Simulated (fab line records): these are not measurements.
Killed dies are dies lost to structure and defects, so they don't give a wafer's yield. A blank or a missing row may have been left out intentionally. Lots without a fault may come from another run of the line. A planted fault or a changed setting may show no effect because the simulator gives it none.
Which tool did it? ; flow n5_finfet ; 30 wafers from 10 lots sampled at 5 of the route's 1938 steps

## WHAT EACH GAUGE READ, for each wafer
N5_BEOL_M2_RS_MEAS_58: uses a four-point probe to measure. Usual: M2_RS typically reads 0.682 ohm/sq, with standard deviation 0.03.
lot;measured;on;M2_RS (ohm/sq);flag
L568;day 7 21:16;film_metro-01;0.718 0.688 0.716;
L571;day 8 07:47;film_metro-02;0.690 0.667 0.685;
L572;day 8 12:24;film_metro-01;0.719 0.706 0.726;
L575;day 8 22:23;film_metro-02;0.705 0.706 0.688;
L577;day 10 04:10;film_metro-02;0.703 0.718 0.779;
L578;day 10 11:19;film_metro-02;0.699 0.689 0.696;
L586;day 12 03:39;film_metro-01;0.681 0.695 0.681;
L589;day 12 15:18;film_metro-01;0.666 0.647 0.715;
L590;day 13 05:24;film_metro-02;0.669 0.654 0.646;
L591;day 13 11:39;film_metro-02;0.643 0.631 0.654;

N5_BEOL_M3_CD_MEAS_28: target cd 25.7 nm, target cd y 23.3 nm. Usual: 25.68 nm for cd_nm, sd 0.2.
lot;measured;on;cd_nm (nm);flag
L568;day 7 23:05;cd_sem-03;25.44 25.11 25.48;
L571;day 8 11:09;cd_sem-03;25.91 25.68 25.59;
L572;day 8 14:55;cd_sem-02;25.82 25.71 25.36;
L575;day 9 01:42;cd_sem-01;26.02 25.99 25.62;
L577;day 10 06:52;cd_sem-02;25.78 25.95 25.71;
L578;day 10 13:32;cd_sem-01;25.63 25.28 25.68;
L586;day 12 05:27;cd_sem-02;25.75 26.18 25.64;
L589;day 12 18:25;cd_sem-01;25.64 25.26 25.67;
L590;day 13 07:26;cd_sem-03;25.93 25.56 25.59;
L591;day 13 15:40;cd_sem-02;25.75 25.64 25.85;

N5_BEOL_M4_RC_MEAS_101. Usual: DIBL_N 36.0 mV/V, standard deviation 2.2; DIBL_P 36.2 mV/V, standard deviation 2.4; IOFF_N 0.16 nA/um, standard deviation 0.035; IOFF_P 0.21 nA/um, standard deviation 0.037; ION_N 672 uA/um, standard deviation 13; ION_P 461 uA/um, standard deviation 7; SS_N 71.4 mV/dec, standard deviation 0.69; SS_P 73.2 mV/dec, standard deviation 0.75; VT_N 250 mV, standard deviation 3.4; VT_P -251 mV, standard deviation 3.
lot;measured;on;DIBL_N (mV/V);DIBL_P (mV/V);IOFF_N (nA/um);IOFF_P (nA/um);ION_N (uA/um);ION_P (uA/um);SS_N (mV/dec);SS_P (mV/dec);VT_N (mV);VT_P (mV);flag
L568;day 9 13:01;prober-01;33.9 35.4 35.7;34.2 35.7 36.5;0.12 0.16 0.17;0.17 0.19 0.21;659 677 694;451 457 467;71.3 71.1 70.8;73.7 73.4 73.6;252 250 246;-257 -253 -252;
L571;day 9 15:58;prober-01;37.4 36.3 33.0;36.8 36.0 32.4;0.14 0.13 0.09;0.21 0.20 0.15;676 670 649;465 468 456;71.4 71.3 70.2;73.0 72.5 72.0;254 252 257;-247 -250 -251;
L572;day 10 16:19;prober-02;34.8 34.9 33.5;35.5 35.1 34.3;0.14 0.14 0.12;0.20 0.20 0.18;672 666 661;463 462 457;70.9 70.7 70.3;73.6 72.9 72.7;252 251 254;-252 -248 -251;
L575;day 10 19:42;prober-02;34.2 36.7 36.2;33.5 37.9 36.5;0.13 0.18 0.16;0.18 0.24 0.22;675 684 683;465 471 460;70.3 71.8 70.8;72.5 73.6 73.1;252 246 249;-250 -246 -250;
L577;day 11 21:04;prober-02;40.6 37.0 39.7;41.8 38.9 41.3;0.22 0.14 0.20;0.27 0.20 0.24;697 661 671;467 457 457;72.3 71.7 72.9;74.2 73.3 74.5;246 254 247;-247 -249 -249;
L578;day 12 00:44;prober-02;34.0 36.6 33.7;32.1 35.7 32.3;0.13 0.18 0.12;0.18 0.24 0.18;666 673 665;458 470 460;71.1 72.5 70.4;72.2 73.2 72.5;253 246 253;-250 -246 -248;
L586;day 13 16:46;prober-01;40.9 38.3 38.9;41.1 37.2 38.2;0.26 0.18 0.20;0.30 0.23 0.24;700 689 691;476 466 462;72.6 71.8 71.8;75.2 73.6 74.7;243 249 249;-247 -251 -249;
L589;day 14 21:56;prober-02;36.0 39.7 38.7;34.2 38.0 37.5;0.14 0.20 0.18;0.21 0.28 0.26;677 687 677;467 476 471;71.6 71.6 71.9;73.0 73.2 73.5;251 247 247;-244 -243 -245;
L590;day 15 02:20;prober-02;37.0 37.4 35.2;38.6 39.4 37.4;0.19 0.20 0.17;0.23 0.23 0.21;689 696 681;460 470 468;71.7 72.3 71.6;74.1 73.4 73.8;247 247 250;-250 -251 -251;
L591;day 15 05:06;prober-01;36.0 37.5 36.2;35.5 37.4 36.2;0.14 0.18 0.16;0.20 0.24 0.21;676 682 678;466 473 466;70.8 71.7 71.3;73.0 73.2 73.0;251 249 250;-249 -247 -248;

## WHAT TOOL EACH LOT RAN ON (gives the tool, then ch and the chambers of the sampled wafers, and finally the start)
lot;N5_BEOL_M3_STRIP_66;N5_BEOL_M3_COAT_22
L568;rie_diel-01 ch 0,2,3, day 7 22:33;litho_track-04 ch 0, day 7 22:49
L571;rie_diel-02 ch 1,3, day 8 10:25;litho_track-05 ch 0, day 8 10:45
L572;rie_diel-02 ch 0,1,3, day 8 14:15;litho_track-02 ch 0, day 8 14:31
L575;rie_diel-02 ch 1,2, day 9 01:07;litho_track-05 ch 0, day 9 01:25
L577;rie_diel-02 ch 1,2,3, day 10 06:08;litho_track-05 ch 0, day 10 06:28
L578;rie_diel-05 ch 1,3, day 10 13:00;litho_track-05 ch 0, day 10 13:16
L586;rie_diel-01 ch 0,2, day 12 04:51;litho_track-02 ch 0, day 12 05:10
L589;rie_diel-05 ch 0,2,3, day 12 17:52;litho_track-04 ch 0, day 12 18:08
L590;rie_diel-01 ch 1,2,3, day 13 06:41;litho_track-04 ch 0, day 13 07:02
L591;rie_diel-05 ch 0,2,3, day 13 14:59;litho_track-05 ch 0, day 13 15:16
- N5_BEOL_M3_STRIP_66: strips in CF4.
- N5_BEOL_M3_COAT_22: resist thk 30 nm.

## WHAT THE TOOLS THEMSELVES READ (means of the sampled wafers that have a number; where no wafer has one, the mark that the record gives instead)
N5_BEOL_M3_STRIP_66. Usual: drypump_motor_current_A 5.9 A, standard deviation 0.32; oes_product_au 0.81 a.u., standard deviation 0.089; rf_vpp_V 272.0 V, standard deviation 1.3; showerhead_plenum_p_Torr 1.83 Torr, standard deviation 0.045; throttle_valve_pct 13.64 %, standard deviation 0.23.
lot;tool;drypump_motor_current_A (A);oes_product_au (a.u.);rf_vpp_V (V);showerhead_plenum_p_Torr (Torr);throttle_valve_pct (%);flag
L568;rie_diel-01;6.0;0.80;271.5;1.79;13.74;
L571;rie_diel-02;5.9;0.91;272.5;1.86;13.28;
L572;rie_diel-02;5.8;0.85;271.6;1.87;13.54;
L575;rie_diel-02;6.0;0.75;271.7;1.81;13.52;
L577;rie_diel-02;6.1;0.82;272.1;1.84;13.44;
L578;rie_diel-05;5.9;0.72;271.2;1.81;13.77;
L586;rie_diel-01;6.2;0.84;272.6;1.85;13.67;
L589;rie_diel-05;5.6;0.77;272.0;1.80;13.65;
L590;rie_diel-01;5.8;0.87;272.9;1.84;13.54;
L591;rie_diel-05;5.6;0.76;270.7;1.80;13.67;

N5_BEOL_M3_COAT_22. Usual: resist_line_temp_C 23.00 C, standard deviation 0.092; spin_speed_rpm 1499.9 rpm, standard deviation 0.93.
lot;tool;resist_line_temp_C (C);spin_speed_rpm (rpm);flag
L568;litho_track-04;22.99;1500.9;
L571;litho_track-05;22.93;1499.9;
L572;litho_track-02;22.97;1500.3;
L575;litho_track-05;22.99;1501.0;
L577;litho_track-05;23.07;1608.1;OFF
L578;litho_track-05;22.99;1607.5;OFF
L586;litho_track-02;23.04;1499.6;
L589;litho_track-04;23.05;1500.3;
L590;litho_track-04;22.92;1499.9;
L591;litho_track-05;22.96;1500.7;

## THE ANSWER, worked out from the rows above alone
Rule: take the mean of a lot's wafers that have a number; if it is more than 3 standard deviations from the usual mean, the lot is off. Also off: a lot with no number at a reading for which 4 or more lots have one. Where the step has rows for the other lots, those lots are counted as sound. Order of review: gauges by route order, followed by the tools' own readings, for which a lot's mean as printed above is used. The first step at which some lot is off is used, and at that step the reading that is off furthest; a lot without a number counts as furthest.
Off at N5_BEOL_M3_COAT_22 (spin_speed_rpm): L577, L578.
If a tool, at that step or one of the process steps before it, ran each lot that is off and ran no sound lot following the first of them, it fits. None of those tried fits.

## WHAT THE SIMULATOR HAD PUT IN
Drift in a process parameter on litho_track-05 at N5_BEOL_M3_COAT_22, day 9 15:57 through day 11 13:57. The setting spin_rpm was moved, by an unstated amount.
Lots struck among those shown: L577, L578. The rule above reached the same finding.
